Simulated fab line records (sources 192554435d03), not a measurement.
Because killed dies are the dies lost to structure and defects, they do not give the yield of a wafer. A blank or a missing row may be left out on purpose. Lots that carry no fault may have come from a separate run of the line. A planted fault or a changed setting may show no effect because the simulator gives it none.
Matching of chambers -- flow n5-finfet -- N5_BEOL_M0_CO_CAP_123 on cvd-co-01: 3 sister chambers
The step material Co, precursor CCTBA/H2, target thk 2 nm, time 102.1 s. 6 wafers are shown with their chamber, then 12 later ones without.

== WAFERS, EACH WITH ITS CHAMBER ==
wafer,chamber,heater-power-w (W)
L083.1,1,230
L086.3,0,225
L086.5,1,230
L089.2,2,220
L089.3,0,224
L089.5,2,218

== WAFERS WITH NO CHAMBER GIVEN ==
wafer,heater-power-w (W)
L090.3,220
L090.4,211
L090.5,231
L092.1,231
L092.2,223
L092.3,221
L091.1,236
L091.2,223
L091.3,214
L096.1,230
L096.2,223
L096.4,223

== WHICH CHAMBER EACH WENT THROUGH ==
wafer,from the rows above,in truth
L090.3,2,2
L090.4,2,2
L090.5,1,1
L092.1,1,1
L092.2,0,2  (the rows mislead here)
L092.3,can't be placed: 2 or 0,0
L091.1,1,1
L091.2,0,0
L091.3,2,2
L096.1,1,1
L096.2,0,0
L096.4,0,0
10 of 12 placed correctly. From these rows, 1 cannot be placed; in 1 the true chamber is one of the candidates. Wrongly placed: 1.
How it was worked out, from the rows above alone: a wafer's distance from a chamber is the root of the sum, over the readings, of the square of ((its reading less the chamber's mean) divided by the reading's scatter). If the next closest chamber is less than 2 further off than the closest, the wafer can't be placed; otherwise it belongs to the closest. Each chamber's mean is taken over the wafers shown for it. How the scatter is found: for the shown wafers, subtract from each reading the mean of its chamber, square and add these, divide the total by (wafers less chambers), then take the root.
